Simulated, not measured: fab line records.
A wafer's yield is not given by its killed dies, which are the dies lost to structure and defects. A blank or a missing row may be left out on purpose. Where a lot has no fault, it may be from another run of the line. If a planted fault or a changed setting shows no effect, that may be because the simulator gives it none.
fab line records | flow n5Finfet | part 1 of 2: steps 1 to 4 of 6
[record] lots = 21 | wafers = 63 | lastDay = 19
route steps=1938 shown GATE_CUT@469
lots that met no fault: taken from a fault-free run of the same line
startH: the number of hours between the record's first day and the start of the first shown wafer of the lot | waitH: hours elapsed since this lot's preceding step | " repeats the value in the row above | L1.1+2: a single row standing in for several wafers | - value missing, or start not given | * or withheld: withheld | < > ~ a bound
route shown NAME@n: a module of which the file shows steps, and the number in the route of the first | usual: mean/standard deviation of fault-free wafers | same: alike in all rows | chamber/n: place in a boat | sites: readings site by site | _std_site: the standard deviation of these | _edge_site: outer sites' mean less inner sites' | radiusMm: for every site, how far away it sits from the centre of the wafer | mask NAME#n: copy n | behind: the tool/chamber that last shaped the wafer | hold: the reason the lot was held/the length of the hold in hours/how it ended | device: the transistor (n, p or np) that didn't switch | end of line: tests run on the same wafers once the route is complete | a step with no rows: only its recipe | killed: dies lost to structure and defects at the first sort, not the wafer's yield | map: the dies of a wafer, with x for killed, . for not killed, _ for no die there
set.NAME: the setting the step ran with; set.NAME@STEP: the setting that earlier step ran with | model.NAME: the simulator's own value behind a step, which no gauge read
steps of the route over a sample of lots; a table a step, a row a wafer
services: when a tool's chamber went out of use (startH, in hours from the record's first day, below 0 if earlier), for how many hours, and the reason
[[steps]]
[step N5_GATE_CUT_ETCH_58]
[recipe] chemistry = CH3F/O2 | target = SiNx | targetDepthA = 170 | timeS = 128.6 | ionEnergyEv = 50 | pressureMtorr = 30 | sourceW = 415 | biasW = 21 | Ar_flow_sccm = 150 | CH3F_flow_sccm = 30 | O2_flow_sccm = 20
[usual] biasW = 20.99/0.066 | drypumpMotorCurrentA = 5.6/0.46 | oesProductAu = 0.77/0.071 | rfVppV = 99.1/0.9 | showerheadPlenumPTorr = 2.01/0.052 | throttleValvePct = 16.32/0.23
lot.wafer | tool       | chamber | startH | waitH | biasW | drypumpMotorCurrentA | oesProductAu | rfHoursCounterH | rfVppV | showerheadPlenumPTorr | throttleValvePct
L075.1    | rieDiel-06 | 0       | 85.94  | 0.0   | 21.00 | 5.2                  | 0.83         | 85              | 100.5  | 1.95                  | 16.51
L075.2    | "          | 3       | "      | "     | 21.08 | 5.6                  | 0.74         | 157             | 100.3  | 2.08                  | 16.41
L075.6    | "          | 1       | "      | "     | 21.08 | 6.6                  | 0.70         | -               | 99.2   | 1.97                  | 16.31
L076.1    | rieDiel-05 | 0       | 93.69  | 0.0   | 20.95 | 5.2                  | 0.86         | 59              | 100.4  | 1.97                  | 16.02
L076.3    | "          | 1       | "      | "     | 20.92 | 5.6                  | 0.75         | 188             | 98.9   | 2.06                  | 16.21
L076.6    | "          | 2       | "      | "     | 21.08 | 6.2                  | 0.89         | -               | 98.7   | 2.04                  | 15.94
L077.1    | rieDiel-05 | 1       | 100.35 | 0.0   | 21.10 | 5.6                  | 0.74         | 191             | 99.5   | 2.06                  | 16.22
L077.4    | "          | 2       | "      | "     | 20.90 | 6.2                  | 0.89         | 38              | 99.4   | 2.04                  | 15.94
L077.5    | "          | 0       | "      | "     | 21.07 | 5.2                  | 0.88         | -               | 99.1   | 1.97                  | 16.04
L078.1    | rieDiel-06 | 3       | 102.05 | 0.0   | 20.94 | 5.6                  | 0.74         | 161             | 99.8   | 2.08                  | 16.41
L078.3    | "          | 1       | "      | "     | 20.92 | 6.5                  | 0.70         | 207             | 100.2  | 1.97                  | 16.31
L078.5    | "          | 2       | "      | "     | 21.04 | 5.6                  | 0.76         | -               | 100.9  | 2.10                  | 16.36
L079.1    | rieDiel-02 | 2       | 114.95 | 0.0   | 21.04 | 6.0                  | 0.77         | 137             | 100.2  | 1.99                  | 16.23
L079.4    | "          | 3       | "      | "     | 20.90 | 5.6                  | 0.68         | -               | 96.7   | 1.95                  | 16.47
L079.6    | "          | 1       | "      | "     | 21.12 | 5.6                  | 0.87         | -               | 97.7   | 1.95                  | 16.23
L080.2    | rieDiel-05 | 3       | 118.97 | 0.0   | 20.92 | 5.1                  | 0.69         | 225             | 99.6   | 1.99                  | 16.67
L080.5    | "          | 0       | "      | "     | 21.08 | 5.2                  | 0.87         | -               | 98.9   | 1.96                  | 16.03
L080.6    | "          | 3       | "      | "     | 21.13 | 5.1                  | 0.70         | -               | 99.1   | 1.99                  | 16.63
L081.1    | rieDiel-05 | 1       | 123.40 | 0.1   | 20.91 | 5.6                  | 0.73         | 196             | 99.8   | 2.06                  | 16.22
L081.3    | "          | 0       | "      | "     | 20.91 | 5.2                  | 0.86         | 66              | 98.5   | 1.96                  | 16.02
L081.6    | "          | 3       | "      | "     | 20.91 | 5.1                  | 0.70         | -               | 99.2   | 1.99                  | 16.66
L082.2    | rieDiel-05 | 1       | 131.19 | 0.0   | 21.11 | 5.6                  | 0.73         | 198             | 100.3  | 2.06                  | 16.23
L082.4    | "          | 2       | "      | "     | 21.01 | 6.2                  | 0.87         | 45              | 99.6   | 2.03                  | 15.95
L082.5    | "          | 3       | "      | "     | 20.97 | 5.1                  | 0.68         | -               | 98.4   | 1.99                  | 16.65
L083.1    | rieDiel-05 | 0       | 136.24 | 0.1   | 20.99 | 5.2                  | 0.86         | 70              | 100.3  | 1.96                  | 16.06
L083.4    | "          | 1       | "      | "     | 20.95 | 5.6                  | 0.73         | 199             | 98.7   | 2.06                  | 16.25
L083.5    | "          | 3       | "      | "     | 20.92 | 5.1                  | 0.69         | -               | 99.5   | 1.99                  | 16.66
L084.1    | rieDiel-02 | 1       | 143.75 | 0.1   | 20.92 | 5.6                  | 0.86         | 33              | 98.8   | 1.94                  | 16.24
L084.5    | "          | 3       | "      | "     | 21.00 | 5.6                  | 0.68         | -               | 100.2  | 1.95                  | 16.49
L084.6    | "          | 2       | "      | "     | 20.96 | 6.0                  | 0.77         | -               | 98.8   | 1.99                  | 16.24
L085.1    | rieDiel-06 | 1       | 148.46 | 0.0   | 21.00 | 6.5                  | 0.69         | 218             | 98.1   | 1.96                  | 16.32
L085.4    | "          | 0       | "      | "     | 21.01 | 5.1                  | 0.81         | 102             | 98.7   | 1.95                  | 16.55
L085.5    | "          | 1       | "      | "     | 20.98 | 6.5                  | 0.69         | -               | 97.8   | 1.96                  | 16.35
L086.1    | rieDiel-06 | 2       | 150.95 | 0.0   | 21.04 | 5.6                  | 0.75         | 168             | 99.1   | 2.10                  | 16.40
L086.2    | "          | 0       | "      | "     | 20.94 | 5.1                  | 0.82         | 102             | 97.6   | 1.95                  | 16.56
L086.4    | "          | 3       | "      | "     | 20.99 | 5.6                  | 0.73         | 175             | 100.1  | 2.07                  | 16.43
L087.1    | rieDiel-02 | 2       | 160.41 | 0.0   | 20.82 | 6.0                  | 0.77         | 150             | 100.1  | 1.99                  | 16.25
L087.5    | "          | 1       | "      | "     | 21.09 | 5.6                  | 0.85         | -               | 97.4   | 1.94                  | 16.25
L087.6    | "          | 2       | "      | "     | 20.92 | 6.1                  | 0.77         | -               | 99.6   | 1.99                  | 16.25
L089.1    | rieDiel-02 | 2       | 172.15 | 0.0   | 20.93 | 6.0                  | 0.76         | 154             | 99.8   | 1.99                  | 16.25
L089.3    | "          | 1       | "      | "     | 20.99 | 5.6                  | 0.84         | 43              | 99.9   | 1.94                  | 16.25
L089.4    | "          | 0       | "      | "     | 21.04 | 5.1                  | 0.70         | -               | 99.8   | 2.09                  | 16.73
L090.4    | rieDiel-05 | 3       | 178.43 | 0.0   | 20.89 | 5.1                  | 0.68         | 241             | 98.3   | 1.99                  | 16.68
L090.5    | "          | 1       | "      | "     | 20.99 | 5.6                  | 0.72         | -               | 98.6   | 2.05                  | 16.27
L090.6    | "          | 2       | "      | "     | 20.95 | 6.2                  | 0.86         | -               | 99.4   | 2.03                  | 15.96
L091.1    | rieDiel-05 | 1       | 181.08 | 0.2   | 21.08 | 5.6                  | 0.73         | 212             | 99.5   | 2.05                  | 16.27
L091.2    | "          | 3       | "      | "     | 20.93 | 5.1                  | 0.67         | 242             | 98.4   | 1.99                  | 16.68
L091.4    | "          | 0       | "      | "     | 21.06 | 5.2                  | 0.85         | 82              | 99.1   | 1.96                  | 16.09
L092.4    | rieDiel-05 | 1       | 187.81 | 0.1   | 21.08 | 5.7                  | 0.72         | 214             | 98.6   | 2.05                  | 16.26
L092.5    | "          | 2       | "      | "     | 20.90 | 6.2                  | 0.86         | -               | 99.0   | 2.03                  | 15.98
L092.6    | "          | 1       | "      | "     | 21.08 | 5.6                  | 0.72         | -               | 98.5   | 2.05                  | 16.26
L093.2    | rieDiel-06 | 2       | 194.31 | 0.0   | 21.02 | 5.6                  | 0.74         | 179             | 98.9   | 2.09                  | 16.43
L093.3    | "          | 1       | "      | "     | 21.00 | 6.6                  | 0.69         | 230             | 98.7   | 1.96                  | 16.35
L093.5    | "          | 1       | "      | "     | 20.95 | 6.6                  | 0.69         | -               | 98.4   | 1.96                  | 16.35
L094.1    | rieDiel-05 | 1       | 201.36 | 0.0   | 21.04 | 5.6                  | 0.72         | 218             | 100.7  | 2.05                  | 16.29
L094.2    | "          | 3       | "      | "     | 21.03 | 5.1                  | 0.67         | 247             | 99.0   | 1.98                  | 16.70
L094.3    | "          | 2       | "      | "     | 20.93 | 6.2                  | 0.83         | 66              | 100.0  | 2.03                  | 15.99
L095.1    | rieDiel-06 | 2       | 205.52 | 0.0   | 20.88 | 5.6                  | 0.74         | 181             | 97.8   | 2.09                  | 16.43
L095.3    | "          | 3       | "      | "     | 21.06 | 5.6                  | 0.71         | 189             | 101.1  | 2.07                  | 16.46
L095.5    | "          | 3       | "      | "     | 20.93 | 5.6                  | 0.71         | -               | 99.0   | 2.07                  | 16.49
L096.1    | rieDiel-05 | 1       | 213.29 | 0.0   | 20.97 | 5.6                  | 0.71         | 220             | 97.6   | 2.05                  | 16.27
L096.5    | "          | 3       | "      | "     | 21.05 | 5.1                  | 0.67         | -               | 99.1   | 1.98                  | 16.69
L096.6    | "          | 0       | "      | "     | 20.91 | 5.3                  | 0.83         | -               | 99.5   | 1.96                  | 16.10
[step N5_GATE_CUT_INSPECT_15]
[recipe] mode = adi | inspectInstrument = brightfield
[usual] rawDefectCount = 135/47
lot.wafer | tool             | chamber | startH | waitH | rawDefectCount
L075.1    | defectInspect-02 | -       | 89.40  | 0.1   | 152
L075.2    | "                | -       | "      | "     | 74
L075.6    | "                | -       | "      | "     | 62
L076.1    | defectInspect-01 | -       | 97.08  | 0.1   | 157
L076.3    | "                | -       | "      | "     | 90
L076.6    | "                | -       | "      | "     | 144
L077.1    | defectInspect-01 | -       | 103.83 | 0.1   | 226
L077.4    | "                | -       | "      | "     | 147
L077.5    | "                | -       | "      | "     | 148
L078.1    | defectInspect-02 | -       | 106.19 | 0.1   | 135
L078.3    | "                | -       | "      | "     | 153
L078.5    | "                | -       | "      | "     | 114
L079.1    | defectInspect-02 | -       | 118.30 | 0.1   | 80
L079.4    | "                | -       | "      | "     | 140
L079.6    | "                | -       | "      | "     | 132
L080.2    | defectInspect-01 | -       | 123.09 | 0.0   | 101
L080.5    | "                | -       | "      | "     | 78
L080.6    | "                | -       | "      | "     | 146
L081.1    | defectInspect-01 | -       | 127.13 | 0.1   | 228
L081.3    | "                | -       | "      | "     | 169
L081.6    | "                | -       | "      | "     | 91
L082.2    | defectInspect-01 | -       | 134.85 | 0.0   | 117
L082.4    | "                | -       | "      | "     | 154
L082.5    | "                | -       | "      | "     | 109
L083.1    | defectInspect-01 | -       | 139.70 | 0.1   | 140
L083.4    | "                | -       | "      | "     | 112
L083.5    | "                | -       | "      | "     | 91
L084.1    | defectInspect-02 | -       | 147.11 | 0.1   | 133
L084.5    | "                | -       | "      | "     | 147
L084.6    | "                | -       | "      | "     | 173
L085.1    | defectInspect-02 | -       | 152.57 | 0.1   | 82
L085.4    | "                | -       | "      | "     | 119
L085.5    | "                | -       | "      | "     | 115
L086.1    | defectInspect-02 | -       | 154.70 | 0.1   | 121
L086.2    | "                | -       | "      | "     | 157
L086.4    | "                | -       | "      | "     | 123
L087.1    | defectInspect-01 | -       | 163.75 | 0.1   | 146
L087.5    | "                | -       | "      | "     | 263
L087.6    | "                | -       | "      | "     | 200
L089.1    | defectInspect-01 | -       | 175.62 | 0.1   | 93
L089.3    | "                | -       | "      | "     | 87
L089.4    | "                | -       | "      | "     | 58
L090.4    | defectInspect-02 | -       | 181.90 | 0.0   | 165
L090.5    | "                | -       | "      | "     | 257
L090.6    | "                | -       | "      | "     | 109
L091.1    | defectInspect-01 | -       | 184.42 | 0.1   | 83
L091.2    | "                | -       | "      | "     | 240
L091.4    | "                | -       | "      | "     | 185
L092.4    | defectInspect-02 | -       | 191.16 | 0.0   | 129
L092.5    | "                | -       | "      | "     | 113
L092.6    | "                | -       | "      | "     | 128
L093.2    | defectInspect-01 | -       | 197.65 | 0.0   | 139
L093.3    | "                | -       | "      | "     | 124
L093.5    | "                | -       | "      | "     | 173
L094.1    | defectInspect-01 | -       | 204.86 | 0.1   | 203
L094.2    | "                | -       | "      | "     | 129
L094.3    | "                | -       | "      | "     | 127
L095.1    | defectInspect-01 | -       | 208.98 | 0.1   | 134
L095.3    | "                | -       | "      | "     | 186
L095.5    | "                | -       | "      | "     | 112
L096.1    | defectInspect-02 | -       | 217.07 | 0.1   | 246
L096.5    | "                | -       | "      | "     | 188
L096.6    | "                | -       | "      | "     | 122
[step N5_GATE_CUT_STRIP_41]
[recipe] chemistry = CF4 | resist = SiARC | powerW = 300 | biasPowerW = 75 | pressureMtorr = 50 | cf4FlowSccm = 150 | rfFrequencyHz = 6e+07
[usual] drypumpMotorCurrentA = 5.6/0.42 | oesProductAu = 0.179/0.017 | rfVppV = 271.3/1.3 | showerheadPlenumPTorr = 1.80/0.046 | throttleValvePct = 13.63/0.23
lot.wafer | tool       | chamber | startH | waitH | drypumpMotorCurrentA | oesProductAu | rfHoursCounterH | rfVppV | showerheadPlenumPTorr | throttleValvePct
L075.1    | rieDiel-06 | 2       | 90.14  | 0.0   | 5.6                  | 0.179        | 152             | 272.7  | 1.86                  | 13.53
L075.2    | "          | 1       | "      | "     | 6.5                  | 0.162        | 203             | 271.0  | 1.79                  | 13.72
L075.6    | "          | 1       | "      | "     | 6.5                  | 0.163        | -               | 271.1  | 1.79                  | 13.72
L076.1    | rieDiel-06 | 0       | 97.81  | 0.0   | 5.1                  | 0.187        | 88              | 270.3  | 1.74                  | 13.68
L076.3    | "          | 2       | "      | "     | 5.6                  | 0.181        | 153             | 271.8  | 1.86                  | 13.54
L076.6    | "          | 0       | "      | "     | 5.1                  | 0.192        | -               | 269.4  | 1.74                  | 13.69
L077.1    | rieDiel-05 | 3       | 104.09 | 0.0   | 5.1                  | 0.168        | 221             | 271.8  | 1.79                  | 13.93
L077.4    | "          | 0       | "      | "     | 5.2                  | 0.205        | 62              | 270.4  | 1.75                  | 13.20
L077.5    | "          | 0       | "      | "     | 5.2                  | 0.200        | -               | 270.9  | 1.75                  | 13.19
L078.1    | rieDiel-02 | 3       | 106.45 | 0.0   | 5.6                  | 0.163        | 238             | 270.4  | 1.75                  | 13.76
L078.3    | "          | 2       | "      | "     | 6.0                  | 0.182        | 134             | 271.3  | 1.79                  | 13.55
L078.5    | "          | 3       | "      | "     | 5.6                  | 0.156        | -               | 270.7  | 1.75                  | 13.74
L079.1    | rieDiel-05 | 1       | 118.56 | 0.0   | 5.6                  | 0.170        | 195             | 273.7  | 1.85                  | 13.61
L079.4    | "          | 3       | "      | "     | 5.1                  | 0.161        | 224             | 271.8  | 1.79                  | 13.94
L079.6    | "          | 0       | "      | "     | 5.2                  | 0.205        | -               | 269.9  | 1.75                  | 13.20
L080.2    | rieDiel-02 | 2       | 123.70 | 0.0   | 6.0                  | 0.174        | 139             | 271.9  | 1.79                  | 13.57
L080.5    | "          | 0       | "      | "     | 5.1                  | 0.171        | -               | 272.8  | 1.86                  | 13.90
L080.6    | "          | 3       | "      | "     | 5.6                  | 0.158        | -               | 269.9  | 1.75                  | 13.76
L081.1    | rieDiel-06 | 1       | 127.41 | 0.0   | 6.5                  | 0.163        | 213             | 269.5  | 1.79                  | 13.76
L081.3    | "          | 3       | "      | "     | 5.6                  | 0.173        | 168             | 272.0  | 1.86                  | 13.76
L081.6    | "          | 0       | "      | "     | 5.2                  | 0.186        | -               | 271.0  | 1.74                  | 13.70
L082.2    | rieDiel-06 | 3       | 135.27 | 0.0   | 5.6                  | 0.169        | 170             | 272.4  | 1.86                  | 13.77
L082.4    | "          | 2       | "      | "     | 5.6                  | 0.178        | 164             | 271.7  | 1.86                  | 13.56
L082.5    | "          | 0       | "      | "     | 5.1                  | 0.187        | -               | 271.3  | 1.74                  | 13.71
L083.1    | rieDiel-02 | 2       | 140.18 | 0.0   | 6.0                  | 0.178        | 143             | 270.5  | 1.79                  | 13.56
L083.4    | "          | 1       | "      | "     | 5.6                  | 0.207        | 31              | 270.6  | 1.77                  | 13.61
L083.5    | "          | 3       | "      | "     | 5.6                  | 0.154        | -               | 270.8  | 1.75                  | 13.77
L084.1    | rieDiel-02 | 0       | 147.37 | 0.0   | 5.1                  | 0.167        | 184             | 272.7  | 1.86                  | 13.94
L084.5    | "          | 1       | "      | "     | 5.6                  | 0.204        | -               | 271.7  | 1.77                  | 13.62
L084.6    | "          | 2       | "      | "     | 6.0                  | 0.173        | -               | 270.5  | 1.79                  | 13.58
L085.1    | rieDiel-02 | 1       | 152.95 | 0.0   | 5.6                  | 0.208        | 37              | 269.4  | 1.77                  | 13.63
L085.4    | "          | 2       | "      | "     | 6.0                  | 0.177        | -               | 271.5  | 1.79                  | 13.59
L085.5    | "          | 0       | "      | "     | 5.1                  | 0.160        | -               | 271.9  | 1.86                  | 13.94
L086.1    | rieDiel-05 | 3       | 154.96 | 0.0   | 5.1                  | 0.157        | 235             | 271.1  | 1.79                  | 13.96
L086.2    | "          | 1       | "      | "     | 5.6                  | 0.165        | 205             | 272.3  | 1.85                  | 13.64
L086.4    | "          | 0       | "      | "     | 5.2                  | 0.194        | 75              | 270.4  | 1.74                  | 13.23
L087.1    | rieDiel-05 | 3       | 164.01 | 0.0   | 5.1                  | 0.164        | 237             | 270.5  | 1.79                  | 13.97
L087.5    | "          | 0       | "      | "     | 5.2                  | 0.196        | -               | 269.8  | 1.74                  | 13.23
L087.6    | "          | 1       | "      | "     | 5.6                  | 0.173        | -               | 272.8  | 1.85                  | 13.63
L089.1    | rieDiel-02 | 2       | 175.88 | 0.0   | 6.0                  | 0.172        | 156             | 271.0  | 1.79                  | 13.59
L089.3    | "          | 1       | "      | "     | 5.6                  | 0.200        | 44              | 270.8  | 1.77                  | 13.65
L089.4    | "          | 1       | "      | "     | 5.6                  | 0.192        | -               | 268.9  | 1.77                  | 13.65
L090.4    | rieDiel-02 | 1       | 182.16 | 0.0   | 5.6                  | 0.195        | 47              | 269.1  | 1.77                  | 13.64
L090.5    | "          | 1       | "      | "     | 5.6                  | 0.200        | -               | 270.0  | 1.77                  | 13.65
L090.6    | "          | 0       | "      | "     | 5.1                  | 0.161        | -               | 272.0  | 1.86                  | 13.95
L091.1    | rieDiel-06 | 3       | 184.98 | 0.0   | 5.6                  | 0.173        | 183             | 272.6  | 1.86                  | 13.80
L091.2    | "          | 1       | "      | "     | 6.5                  | 0.157        | 227             | 270.9  | 1.79                  | 13.79
L091.4    | "          | 2       | "      | "     | 5.7                  | 0.178        | 176             | 273.0  | 1.86                  | 13.57
L092.4    | rieDiel-02 | 3       | 191.42 | 0.0   | 5.6                  | 0.222        | 3               | 269.7  | 1.75                  | 13.18
L092.5    | "          | 3       | "      | "     | 5.6                  | 0.219        | -               | 271.0  | 1.75                  | 13.19
L092.6    | "          | 0       | "      | "     | 5.1                  | 0.166        | -               | 271.9  | 1.86                  | 13.96
L093.2    | rieDiel-02 | 2       | 198.13 | 0.0   | 6.0                  | 0.174        | 163             | 271.2  | 1.79                  | 13.60
L093.3    | "          | 3       | "      | "     | 5.6                  | 0.215        | 4               | 271.3  | 1.75                  | 13.20
L093.5    | "          | 0       | "      | "     | 5.1                  | 0.170        | -               | 273.5  | 1.86                  | 13.96
L094.1    | rieDiel-02 | 3       | 205.12 | 0.0   | 5.6                  | 0.205        | 5               | 271.2  | 1.75                  | 13.19
L094.2    | "          | 0       | "      | "     | 5.1                  | 0.165        | 202             | 272.1  | 1.86                  | 13.96
L094.3    | "          | 2       | "      | "     | 6.1                  | 0.171        | 165             | 271.0  | 1.79                  | 13.63
L095.1    | rieDiel-06 | 0       | 209.24 | 0.0   | 5.1                  | 0.188        | 116             | 270.1  | 1.73                  | 13.75
L095.3    | "          | 3       | "      | "     | 5.6                  | 0.167        | 189             | 271.9  | 1.86                  | 13.79
L095.5    | "          | 0       | "      | "     | 5.2                  | 0.182        | -               | 270.2  | 1.73                  | 13.76
L096.1    | rieDiel-02 | 1       | 217.33 | 0.0   | 5.6                  | 0.190        | 57              | 271.5  | 1.76                  | 13.67
L096.5    | "          | 3       | "      | "     | 5.6                  | 0.214        | -               | 271.1  | 1.75                  | 13.20
L096.6    | "          | 2       | "      | "     | 6.1                  | 0.176        | -               | 272.2  | 1.78                  | 13.63
[step N5_GATE_CUT_STRIP_42]
[recipe] chemistry = O2 | powerW = 400 | tempC = 40 | pressureMtorr = 30 | rfFrequencyHz = 6e+07 | biasPowerW = 0 | overashFraction = 0.3 | o2FlowSccm = 225
[usual] drypumpMotorCurrentA = 5.6/0.43 | oesProductAu = 0.77/0.078 | rfVppV = 3.6/0.43 | showerheadPlenumPTorr = 2.10/0.059 | throttleValvePct = 16.70/0.2
lot.wafer | tool       | chamber | startH | waitH | drypumpMotorCurrentA | oesProductAu | rfHoursCounterH | rfVppV | showerheadPlenumPTorr | throttleValvePct
L075.1    | rieDiel-06 | 2       | 90.16  | 0.0   | 5.6                  | 0.76         | 152             | 4.0    | 2.18                  | 16.59
L075.2    | "          | 1       | "      | "     | 6.6                  | 0.69         | 203             | 3.5    | 2.08                  | 16.76
L075.6    | "          | 1       | "      | "     | 6.6                  | 0.70         | -               | 3.8    | 2.08                  | 16.73
L076.1    | rieDiel-06 | 0       | 97.83  | 0.0   | 5.2                  | 0.83         | 88              | 3.3    | 2.03                  | 16.81
L076.3    | "          | 2       | "      | "     | 5.6                  | 0.76         | 153             | 3.3    | 2.18                  | 16.60
L076.6    | "          | 0       | "      | "     | 5.2                  | 0.82         | -               | 3.6    | 2.03                  | 16.80
L077.1    | rieDiel-05 | 3       | 104.11 | 0.0   | 5.1                  | 0.68         | 221             | 3.7    | 2.07                  | 16.94
L077.4    | "          | 0       | "      | "     | 5.2                  | 0.88         | 62              | 3.1    | 2.04                  | 16.31
L077.5    | "          | 0       | "      | "     | 5.2                  | 0.87         | -               | 3.2    | 2.04                  | 16.29
L078.1    | rieDiel-02 | 3       | 106.47 | 0.0   | 5.6                  | 0.68         | 238             | 4.1    | 2.05                  | 16.80
L078.3    | "          | 2       | "      | "     | 6.1                  | 0.77         | 134             | 3.3    | 2.11                  | 16.69
L078.5    | "          | 3       | "      | "     | 5.6                  | 0.68         | -               | 3.6    | 2.05                  | 16.81
L079.1    | rieDiel-05 | 1       | 118.58 | 0.0   | 5.6                  | 0.73         | 195             | 3.7    | 2.16                  | 16.59
L079.4    | "          | 3       | "      | "     | 5.1                  | 0.69         | 224             | 4.6    | 2.07                  | 16.93
L079.6    | "          | 0       | "      | "     | 5.2                  | 0.88         | -               | 3.3    | 2.04                  | 16.30
L080.2    | rieDiel-02 | 2       | 123.72 | 0.0   | 6.0                  | 0.76         | 139             | 3.6    | 2.11                  | 16.68
L080.5    | "          | 0       | "      | "     | 5.1                  | 0.71         | -               | 4.1    | 2.17                  | 16.97
L080.6    | "          | 3       | "      | "     | 5.6                  | 0.67         | -               | 3.9    | 2.05                  | 16.81
L081.1    | rieDiel-06 | 1       | 127.43 | 0.0   | 6.5                  | 0.69         | 213             | 3.5    | 2.08                  | 16.75
L081.3    | "          | 3       | "      | "     | 5.6                  | 0.73         | 168             | 3.1    | 2.19                  | 16.86
L081.6    | "          | 0       | "      | "     | 5.1                  | 0.81         | -               | 3.4    | 2.03                  | 16.82
L082.2    | rieDiel-06 | 3       | 135.29 | 0.0   | 5.6                  | 0.72         | 170             | 2.8    | 2.19                  | 16.85
L082.4    | "          | 2       | "      | "     | 5.6                  | 0.75         | 164             | 4.4    | 2.17                  | 16.63
L082.5    | "          | 0       | "      | "     | 5.2                  | 0.82         | -               | 3.2    | 2.03                  | 16.81
L083.1    | rieDiel-02 | 2       | 140.20 | 0.0   | 6.0                  | 0.76         | 143             | 3.4    | 2.11                  | 16.69
L083.4    | "          | 1       | "      | "     | 5.7                  | 0.87         | 31              | 3.4    | 2.04                  | 16.62
L083.5    | "          | 3       | "      | "     | 5.6                  | 0.67         | -               | 3.7    | 2.04                  | 16.82
L084.1    | rieDiel-02 | 0       | 147.39 | 0.0   | 5.1                  | 0.70         | 184             | 3.3    | 2.17                  | 16.98
L084.5    | "          | 1       | "      | "     | 5.7                  | 0.87         | -               | 3.6    | 2.04                  | 16.62
L084.6    | "          | 2       | "      | "     | 6.0                  | 0.76         | -               | 2.8    | 2.11                  | 16.68
L085.1    | rieDiel-02 | 1       | 152.97 | 0.0   | 5.6                  | 0.86         | 37              | 4.0    | 2.04                  | 16.62
L085.4    | "          | 2       | "      | "     | 6.1                  | 0.76         | -               | 3.4    | 2.11                  | 16.71
L085.5    | "          | 0       | "      | "     | 5.1                  | 0.70         | -               | 3.5    | 2.17                  | 16.97
L086.1    | rieDiel-05 | 3       | 154.98 | 0.0   | 5.1                  | 0.67         | 235             | 2.9    | 2.07                  | 16.95
L086.2    | "          | 1       | "      | "     | 5.6                  | 0.70         | 205             | 4.0    | 2.16                  | 16.61
L086.4    | "          | 0       | "      | "     | 5.3                  | 0.85         | 75              | 3.1    | 2.04                  | 16.33
L087.1    | rieDiel-05 | 3       | 164.03 | 0.0   | 5.1                  | 0.68         | 237             | 4.4    | 2.07                  | 16.93
L087.5    | "          | 0       | "      | "     | 5.2                  | 0.85         | -               | 3.4    | 2.04                  | 16.32
L087.6    | "          | 1       | "      | "     | 5.6                  | 0.71         | -               | 3.3    | 2.16                  | 16.63
L089.1    | rieDiel-02 | 2       | 175.90 | 0.0   | 6.1                  | 0.75         | 156             | 4.1    | 2.11                  | 16.72
L089.3    | "          | 1       | "      | "     | 5.6                  | 0.86         | 44              | 3.8    | 2.03                  | 16.63
L089.4    | "          | 1       | "      | "     | 5.6                  | 0.85         | -               | 3.5    | 2.04                  | 16.64
L090.4    | rieDiel-02 | 1       | 182.18 | 0.0   | 5.6                  | 0.85         | 47              | 3.2    | 2.03                  | 16.65
L090.5    | "          | 1       | "      | "     | 5.6                  | 0.85         | -               | 2.8    | 2.03                  | 16.65
L090.6    | "          | 0       | "      | "     | 5.1                  | 0.69         | -               | 3.4    | 2.17                  | 16.99
L091.1    | rieDiel-06 | 3       | 185.00 | 0.0   | 5.6                  | 0.71         | 183             | 3.8    | 2.18                  | 16.89
L091.2    | "          | 1       | "      | "     | 6.5                  | 0.68         | 227             | 3.9    | 2.07                  | 16.80
L091.4    | "          | 2       | "      | "     | 5.6                  | 0.75         | 176             | 4.9    | 2.17                  | 16.64
L092.4    | rieDiel-02 | 3       | 191.44 | 0.0   | 5.6                  | 0.95         | 3               | 3.3    | 2.04                  | 16.34
L092.5    | "          | 3       | "      | "     | 5.6                  | 0.95         | -               | 4.3    | 2.04                  | 16.32
L092.6    | "          | 0       | "      | "     | 5.1                  | 0.70         | -               | 4.0    | 2.17                  | 17.00
L093.2    | rieDiel-02 | 2       | 198.15 | 0.0   | 6.0                  | 0.74         | 163             | 3.8    | 2.10                  | 16.74
L093.3    | "          | 3       | "      | "     | 5.6                  | 0.95         | 4               | 4.2    | 2.04                  | 16.31
L093.5    | "          | 0       | "      | "     | 5.1                  | 0.69         | -               | 4.2    | 2.17                  | 17.01
L094.1    | rieDiel-02 | 3       | 205.14 | 0.0   | 5.6                  | 0.93         | 6               | 3.4    | 2.04                  | 16.33
L094.2    | "          | 0       | "      | "     | 5.1                  | 0.69         | 202             | 3.6    | 2.17                  | 17.02
L094.3    | "          | 2       | "      | "     | 6.0                  | 0.74         | 165             | 4.0    | 2.10                  | 16.71
L095.1    | rieDiel-06 | 0       | 209.26 | 0.0   | 5.2                  | 0.80         | 116             | 3.4    | 2.02                  | 16.85
L095.3    | "          | 3       | "      | "     | 5.6                  | 0.71         | 189             | 3.9    | 2.18                  | 16.88
L095.5    | "          | 0       | "      | "     | 5.2                  | 0.79         | -               | 3.6    | 2.02                  | 16.86
L096.1    | rieDiel-02 | 1       | 217.35 | 0.0   | 5.6                  | 0.84         | 57              | 3.2    | 2.03                  | 16.65
L096.5    | "          | 3       | "      | "     | 5.7                  | 0.93         | -               | 3.1    | 2.04                  | 16.34
L096.6    | "          | 2       | "      | "     | 6.1                  | 0.73         | -               | 3.4    | 2.10                  | 16.73
